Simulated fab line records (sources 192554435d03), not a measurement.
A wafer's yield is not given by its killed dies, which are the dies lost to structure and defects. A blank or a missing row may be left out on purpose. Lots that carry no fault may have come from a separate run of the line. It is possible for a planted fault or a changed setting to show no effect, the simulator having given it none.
Split-lot trial + flow n5 finfet + 21 wafers read across 7 lots, on a route 1938 steps long

## ABOUT THE SPLIT
At N5_BEOL_M0_TRENCH_ETCH_107 (etches SiOC in C4F6/O2, target depth 32.8 nm, time 16.4 s), the setting target depth a was moved away from the recipe's 328 angstrom on 9 of the 21 wafers read, by -9.4% to +11.7%. This setting was run at the recipe's value on the other wafers.

## BETWEEN THE SPLIT AND THE READING: the file shows 1 step in between
- N5_BEOL_M0_STRIP_142: strips in N2/H2, time 10 s

## THE READING
trench depth nm, in nm, at N5_BEOL_M0_OCD_MEAS_108. Typical for fault-free wafers on this fab line: 32.6 nm, with standard deviation 0.63 nm.

| wafer  | tool, chamber at the split | target depth a as run, angstrom | against the recipe | trench depth nm, nm | against lot-mates on the recipe |
|--------|----------------------------|---------------------------------|--------------------|---------------------|---------------------------------|
| L074.3 | rie diel-06, 0             | 340.3                           | +3.8%              | 32.9                | +1.1                            |
| L074.5 | rie diel-06, 0             | 340.3                           | +3.8%              | 33.0                | +1.2                            |
| L074.6 | rie diel-06, 3             | 328                             | recipe             | 31.8                | -                               |
| L076.2 | rie diel-03, 1             | 341.8                           | +4.2%              | 32.7                | +0.6                            |
| L076.4 | rie diel-03, 3             | 328                             | recipe             | 32.1                | -                               |
| L076.5 | rie diel-03, 1             | 341.8                           | +4.2%              | 33.0                | +0.9                            |
| L087.1 | rie diel-03, 1             | 366.5                           | +11.7%             | 34.9                | +1.6                            |
| L087.5 | rie diel-03, 3             | 366.5                           | +11.7%             | 37.3                | +4.0                            |
| L087.6 | rie diel-03, 0             | 328                             | recipe             | 33.3                | -                               |
| L088.1 | rie diel-03, 1             | 328                             | recipe             | 31.5                | -                               |
| L088.3 | rie diel-03, 0             | 328                             | recipe             | 33.0                | -                               |
| L088.6 | rie diel-03, 0             | 328                             | recipe             | 33.0                | -                               |
| L090.3 | rie diel-03, 3             | 328                             | recipe             | 32.4                | -                               |
| L090.4 | rie diel-03, 2             | 297.2                           | -9.4%              | 29.5                | -2.9                            |
| L090.6 | rie diel-03, 1             | 297.2                           | -9.4%              | 28.7                | -3.7                            |
| L091.2 | rie diel-03, 2             | 328                             | recipe             | 33.1                | -                               |
| L091.3 | rie diel-03, 0             | 328                             | recipe             | 32.6                | -                               |
| L091.5 | rie diel-03, 3             | 328                             | recipe             | 32.6                | -                               |
| L092.3 | rie diel-04, 1             | 328                             | recipe             | 33.4                | -                               |
| L092.5 | rie diel-04, 2             | 305.2                           | -7.0%              | 30.4                | -3.1                            |
| L092.6 | rie diel-04, 1             | 328                             | recipe             | 33.5                | -                               |

FIT RESULTS
A straight line over all 21 wafers: trench depth nm changes by +0.303 nm for each +1% of target depth a; r = +0.90; the points scatter about the line by 0.77 nm.
The same after taking each lot's own level away (the mean of its wafers on the recipe; 21 wafers): +0.296 nm for each +1%; r = +0.94; scatter 0.61 nm.
Per that fit: largest target depth a move, reading shift of 3.5 nm.
Measured against the standard deviation above, the lots' own levels, which go from 31.80 to 33.45 nm, span 2.6 times it.
Consequently the slope shifts little with the lot-to-lot level, the two slopes agreeing.
Check: for one of the wafers moved furthest among these (+11.7%), held out of the fit, the line's prediction against its lot-mates is +3.88 nm. Against them it came out at +1.6 nm.

## THE WHOLE CHAIN: every reading that the file lists as answering this split, in the file's order
| step                       | what it does                                              | reading                                                                   | change (the file's fit)               | r (the file's) |
|----------------------------|-----------------------------------------------------------|---------------------------------------------------------------------------|---------------------------------------|----------------|
| N5_BEOL_M0_TRENCH_ETCH_107 | etches SiOC in C4F6/O2, target depth 32.8 nm, time 16.4 s | BEOL_M0.feature depth nm (the simulator's own value, which no gauge read) | +0.335 nm for each +1% of the setting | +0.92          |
| N5_BEOL_M0_OCD_MEAS_108    |                                                           | trench depth nm                                                           | +0.303 nm for each +1% of the setting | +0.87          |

## FILE'S OWN FIT
trench depth nm changes by +0.303 nm for each +1% of target depth a, r = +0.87.
